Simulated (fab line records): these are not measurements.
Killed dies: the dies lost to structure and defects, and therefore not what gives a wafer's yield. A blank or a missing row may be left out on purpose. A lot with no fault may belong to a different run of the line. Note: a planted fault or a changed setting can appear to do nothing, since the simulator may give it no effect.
8D (eight disciplines) problem report, filled in by code ; flow nand_harc ; the parts of the form that need people (team, actions taken, sign-off) are left out

== 1. WHAT WENT WRONG ==
NHARC_END_SORT_01, killed_at_other: mean 27.0 on 2 wafers (1 lot); fault-free wafers 0.7, standard deviation 1.2. Relative to the usual mean, that is a shift of +22 standard deviations.
First observed at day 29 10:13: wafer L105.2, on prober-02. At this step, 15 wafers from 5 lots have a number in the record. Rule for "out", or "out of limits": more than 4 standard deviations from the usual mean. The other wafers with a number count as sound.

== 2. WHAT IT IS; WHAT IT IS NOT ==
question;is;is not
which readings at this step;killed_at_other;defect_limited_yield, killed_at_array, killed_at_periphery, killed_dies, killed_open, killed_short
which lots;L105;L103, L104, L996, L999
which wafers of those lots;L105.2, L105.3;L105.6
read on which gauges;prober-02;prober-01
when;from day 29 10:13;"up to then (12 sound wafers); but 1 sound wafer of L105 came after"

== 3. WHAT RULES OUT EACH SUSPECT ==
Counting: if a tool at a process step up to the reading ran every lot that is out, it stays a suspect. Sound lots after the first of them don't rule it out here, since some wafers of a struck lot are sound.
- the gauge at NHARC_END_SORT_01: kept. All the wafers that are out were read on prober-02, and no step on other tools shows them out.
- pvd_sputter-02 at NHARC_THIN_TSV_DEGAS_49 (time 120 s): kept. The lot that is out, L105, ran on it at day 28 20:25; the last sound lot it ran before that was L103, at day 28 03:16.
- pvd_sputter-02 at NHARC_THIN_TSV_PVD_51 (deposits Cu, target thk 100 nm): kept. The lot that is out, L105, ran on it at day 28 20:41; the last sound lot it ran before that was L103, at day 28 03:32.
- rie_diel-09 at NHARC_THIN_TSV_DESCUM_35 (chemistry O2, time 3 s): kept. The lot that is out, L105, ran on it at day 28 23:41; the last sound lot it ran before that was L103, at day 28 06:33.
Left after counting: pvd_sputter-02 at NHARC_THIN_TSV_DEGAS_49, pvd_sputter-02 at NHARC_THIN_TSV_PVD_51, rie_diel-09 at NHARC_THIN_TSV_DESCUM_35, prober-02 at NHARC_END_SORT_01.

== 4. THE CAUSE (what the simulator had put in) ==
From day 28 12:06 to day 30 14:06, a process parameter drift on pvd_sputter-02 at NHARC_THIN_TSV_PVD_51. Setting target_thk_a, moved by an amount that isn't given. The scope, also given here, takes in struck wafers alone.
Of the 4 suspects that counting leaves, this tool is one.

== 5. SEQUENCE OF EFFECTS, ordered by route ==
Each row: a reading whose mean over the struck wafers that have a number lies more than 3 standard deviations from the usual. Only readings for which the record gives a usual standard deviation are gone through. hours: the time from each lot's start at the first step in this table that gives one to its start at this step, as a median over the lots. sigmas: the change in usual standard deviations.
hours;step;reading;usual;on struck wafers;change;sigmas
0;NHARC_END_SORT_01;killed_at_other;0.7;27.0;+26.3;+22

== 6. HOW IT WOULD HAVE BEEN CAUGHT EARLIER ==
The first out-of-limits reading at a measuring or inspecting step in this record came at day 29 10:13, 22 hours after the fault's start at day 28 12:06.
Tool readings at NHARC_THIN_TSV_PVD_51 with a usual standard deviation given in the record: none out on any struck wafer, hence no alarm at a limit of 4 standard deviations on them.
Each of the lots that are out, 1 in all, had begun NHARC_THIN_TSV_PVD_51 on pvd_sputter-02 no later than day 29 10:13. Tool hold at that time: it would have spared none of them.
